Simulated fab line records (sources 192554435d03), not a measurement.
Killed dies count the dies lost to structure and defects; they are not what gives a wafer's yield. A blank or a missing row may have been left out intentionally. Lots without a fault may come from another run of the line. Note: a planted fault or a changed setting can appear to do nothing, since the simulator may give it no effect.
Lot-split experiment || flow n5-finfet || 7 lots, 39 wafers read, on a route of 1938 steps

THE SPLIT ITSELF
At N5_DUMMY_GATE_ETCH_32 (etches SiO2 in CF4, target depth 3.5 nm, time 3.9 s), the setting time-s was moved away from the recipe's 3.9 s on 18 of the 39 wafers read, by -8.2% to +19.7%. The other wafers ran this setting at the recipe's value.

The split's own step is where the reading is taken.

THE READING
etch.depth-nm (the simulator's own value, which no gauge read), in nm, at N5_DUMMY_GATE_ETCH_32 (etches SiO2 in CF4, target depth 3.5 nm, time 3.9 s). There is no usual value for it anywhere in the file. Across the 21 wafers here that went through the recipe, the average is 3.488 nm and the standard deviation 0.052 nm.

{"wafer": "L076.1", "tool, chamber at the split": "rie-si-01, 3", "time-s as run, s": 4.469, "against the recipe": "+14.6%", "etch.depth-nm, nm": 3.968, "against lot-mates on the recipe": "+0.540"}
{"wafer": "L076.2", "tool, chamber at the split": "rie-si-01, 2", "time-s as run, s": 3.9, "against the recipe": "recipe", "etch.depth-nm, nm": 3.508, "against lot-mates on the recipe": "-"}
{"wafer": "L076.3", "tool, chamber at the split": "rie-si-01, 1", "time-s as run, s": 3.9, "against the recipe": "recipe", "etch.depth-nm, nm": 3.351, "against lot-mates on the recipe": "-"}
{"wafer": "L076.4", "tool, chamber at the split": "rie-si-01, 0", "time-s as run, s": 3.9, "against the recipe": "recipe", "etch.depth-nm, nm": 3.426, "against lot-mates on the recipe": "-"}
{"wafer": "L076.5", "tool, chamber at the split": "rie-si-01, 2", "time-s as run, s": 4.469, "against the recipe": "+14.6%", "etch.depth-nm, nm": 4.004, "against lot-mates on the recipe": "+0.576"}
{"wafer": "L076.6", "tool, chamber at the split": "rie-si-01, 1", "time-s as run, s": 4.469, "against the recipe": "+14.6%", "etch.depth-nm, nm": 3.87, "against lot-mates on the recipe": "+0.442"}
{"wafer": "L078.1", "tool, chamber at the split": "rie-si-01, 0", "time-s as run, s": 4.668, "against the recipe": "+19.7%", "etch.depth-nm, nm": 4.103, "against lot-mates on the recipe": "+0.598"}
{"wafer": "L078.2", "tool, chamber at the split": "rie-si-01, 2", "time-s as run, s": 4.668, "against the recipe": "+19.7%", "etch.depth-nm, nm": 4.18, "against lot-mates on the recipe": "+0.675"}
{"wafer": "L078.3", "tool, chamber at the split": "rie-si-01, 3", "time-s as run, s": 3.9, "against the recipe": "recipe", "etch.depth-nm, nm": 3.497, "against lot-mates on the recipe": "-"}
{"wafer": "L078.4", "tool, chamber at the split": "rie-si-01, 1", "time-s as run, s": 4.668, "against the recipe": "+19.7%", "etch.depth-nm, nm": 4.057, "against lot-mates on the recipe": "+0.552"}
{"wafer": "L078.5", "tool, chamber at the split": "rie-si-01, 2", "time-s as run, s": 3.9, "against the recipe": "recipe", "etch.depth-nm, nm": 3.537, "against lot-mates on the recipe": "-"}
{"wafer": "L078.6", "tool, chamber at the split": "rie-si-01, 3", "time-s as run, s": 3.9, "against the recipe": "recipe", "etch.depth-nm, nm": 3.48, "against lot-mates on the recipe": "-"}
{"wafer": "L080.1", "tool, chamber at the split": "rie-si-01, 0", "time-s as run, s": 3.9, "against the recipe": "recipe", "etch.depth-nm, nm": 3.442, "against lot-mates on the recipe": "-"}
{"wafer": "L080.2", "tool, chamber at the split": "rie-si-01, 3", "time-s as run, s": 4.535, "against the recipe": "+16.3%", "etch.depth-nm, nm": 4.05, "against lot-mates on the recipe": "+0.575"}
{"wafer": "L080.3", "tool, chamber at the split": "rie-si-01, 2", "time-s as run, s": 3.9, "against the recipe": "recipe", "etch.depth-nm, nm": 3.501, "against lot-mates on the recipe": "-"}
{"wafer": "L080.4", "tool, chamber at the split": "rie-si-01, 1", "time-s as run, s": 4.535, "against the recipe": "+16.3%", "etch.depth-nm, nm": 3.927, "against lot-mates on the recipe": "+0.452"}
{"wafer": "L080.5", "tool, chamber at the split": "rie-si-01, 3", "time-s as run, s": 3.9, "against the recipe": "recipe", "etch.depth-nm, nm": 3.482, "against lot-mates on the recipe": "-"}
{"wafer": "L080.6", "tool, chamber at the split": "rie-si-01, 2", "time-s as run, s": 4.535, "against the recipe": "+16.3%", "etch.depth-nm, nm": 4.09, "against lot-mates on the recipe": "+0.615"}
{"wafer": "L082.2", "tool, chamber at the split": "rie-si-01, 3", "time-s as run, s": 3.9, "against the recipe": "recipe", "etch.depth-nm, nm": 3.458, "against lot-mates on the recipe": "-"}
{"wafer": "L082.4", "tool, chamber at the split": "rie-si-01, 2", "time-s as run, s": 3.9, "against the recipe": "recipe", "etch.depth-nm, nm": 3.503, "against lot-mates on the recipe": "-"}
{"wafer": "L082.6", "tool, chamber at the split": "rie-si-01, 2", "time-s as run, s": 3.9, "against the recipe": "recipe", "etch.depth-nm, nm": 3.513, "against lot-mates on the recipe": "-"}
{"wafer": "L088.1", "tool, chamber at the split": "rie-si-03, 0", "time-s as run, s": 4.621, "against the recipe": "+18.5%", "etch.depth-nm, nm": 4.237, "against lot-mates on the recipe": "+0.704"}
{"wafer": "L088.2", "tool, chamber at the split": "rie-si-03, 3", "time-s as run, s": 4.621, "against the recipe": "+18.5%", "etch.depth-nm, nm": 4.182, "against lot-mates on the recipe": "+0.649"}
{"wafer": "L088.3", "tool, chamber at the split": "rie-si-03, 1", "time-s as run, s": 3.9, "against the recipe": "recipe", "etch.depth-nm, nm": 3.54, "against lot-mates on the recipe": "-"}
{"wafer": "L088.4", "tool, chamber at the split": "rie-si-03, 2", "time-s as run, s": 3.9, "against the recipe": "recipe", "etch.depth-nm, nm": 3.482, "against lot-mates on the recipe": "-"}
{"wafer": "L088.5", "tool, chamber at the split": "rie-si-03, 3", "time-s as run, s": 4.621, "against the recipe": "+18.5%", "etch.depth-nm, nm": 4.172, "against lot-mates on the recipe": "+0.639"}
{"wafer": "L088.6", "tool, chamber at the split": "rie-si-03, 0", "time-s as run, s": 3.9, "against the recipe": "recipe", "etch.depth-nm, nm": 3.577, "against lot-mates on the recipe": "-"}
{"wafer": "L089.1", "tool, chamber at the split": "rie-si-01, 2", "time-s as run, s": 3.9, "against the recipe": "recipe", "etch.depth-nm, nm": 3.54, "against lot-mates on the recipe": "-"}
{"wafer": "L089.2", "tool, chamber at the split": "rie-si-01, 0", "time-s as run, s": 4.325, "against the recipe": "+10.9%", "etch.depth-nm, nm": 3.807, "against lot-mates on the recipe": "+0.277"}
{"wafer": "L089.3", "tool, chamber at the split": "rie-si-01, 1", "time-s as run, s": 4.325, "against the recipe": "+10.9%", "etch.depth-nm, nm": 3.746, "against lot-mates on the recipe": "+0.216"}
{"wafer": "L089.4", "tool, chamber at the split": "rie-si-01, 3", "time-s as run, s": 4.325, "against the recipe": "+10.9%", "etch.depth-nm, nm": 3.859, "against lot-mates on the recipe": "+0.329"}
{"wafer": "L089.5", "tool, chamber at the split": "rie-si-01, 3", "time-s as run, s": 3.9, "against the recipe": "recipe", "etch.depth-nm, nm": 3.502, "against lot-mates on the recipe": "-"}
{"wafer": "L089.6", "tool, chamber at the split": "rie-si-01, 2", "time-s as run, s": 3.9, "against the recipe": "recipe", "etch.depth-nm, nm": 3.547, "against lot-mates on the recipe": "-"}
{"wafer": "L095.1", "tool, chamber at the split": "rie-si-01, 1", "time-s as run, s": 3.582, "against the recipe": "-8.2%", "etch.depth-nm, nm": 3.103, "against lot-mates on the recipe": -0.354}
{"wafer": "L095.2", "tool, chamber at the split": "rie-si-01, 0", "time-s as run, s": 3.9, "against the recipe": "recipe", "etch.depth-nm, nm": 3.451, "against lot-mates on the recipe": "-"}
{"wafer": "L095.3", "tool, chamber at the split": "rie-si-01, 3", "time-s as run, s": 3.582, "against the recipe": "-8.2%", "etch.depth-nm, nm": 3.183, "against lot-mates on the recipe": -0.274}
{"wafer": "L095.4", "tool, chamber at the split": "rie-si-01, 2", "time-s as run, s": 3.9, "against the recipe": "recipe", "etch.depth-nm, nm": 3.523, "against lot-mates on the recipe": "-"}
{"wafer": "L095.5", "tool, chamber at the split": "rie-si-01, 2", "time-s as run, s": 3.582, "against the recipe": "-8.2%", "etch.depth-nm, nm": 3.223, "against lot-mates on the recipe": -0.234}
{"wafer": "L095.6", "tool, chamber at the split": "rie-si-01, 1", "time-s as run, s": 3.9, "against the recipe": "recipe", "etch.depth-nm, nm": 3.396, "against lot-mates on the recipe": "-"}

FIT RESULTS
A straight line over all 39 wafers: etch.depth-nm changes by +0.0341 nm for each +1% of time-s; r = +0.98; the points scatter about the line by 0.063 nm.
The same after taking each lot's own level away (the mean of its wafers on the recipe; 39 wafers): +0.0334 nm for each +1%; r = +0.98; scatter 0.057 nm.
According to that fit, moving time-s by its largest amount changes the reading by 0.66 nm.
Across the lots, their own levels run from 3.4283 to 3.5330 nm, a range of 2.0 times the standard deviation given above.
The two slopes are in agreement: the lot-to-lot level therefore moves the slope only a little.
Check: +0.657 nm against its lot-mates is what the line predicts for one of the wafers moved furthest among these (+19.7%) when that wafer is left out of the fit. Against them it came out at +0.598 nm.

OTHER SPLITS APPLIED TO THESE WAFERS
These wafers also went through other splits before the reading. Each is held against what the fit with the lots' levels taken away leaves over:
{"other split on the same wafers": "N5_WELL_APT_EXPOSE_05 dose-mj", "wafers away from the commonest value": 15, "r with etch.depth-nm (lot level and that fit taken away)": -0.33}
{"other split on the same wafers": "N5_DUMMY_GATE_ETCH_37 source-w", "wafers away from the commonest value": 15, "r with etch.depth-nm (lot level and that fit taken away)": "+0.31"}

FILE'S OWN FIT
etch.depth-nm changes by +0.0331 nm for each +1% of time-s, r = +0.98.
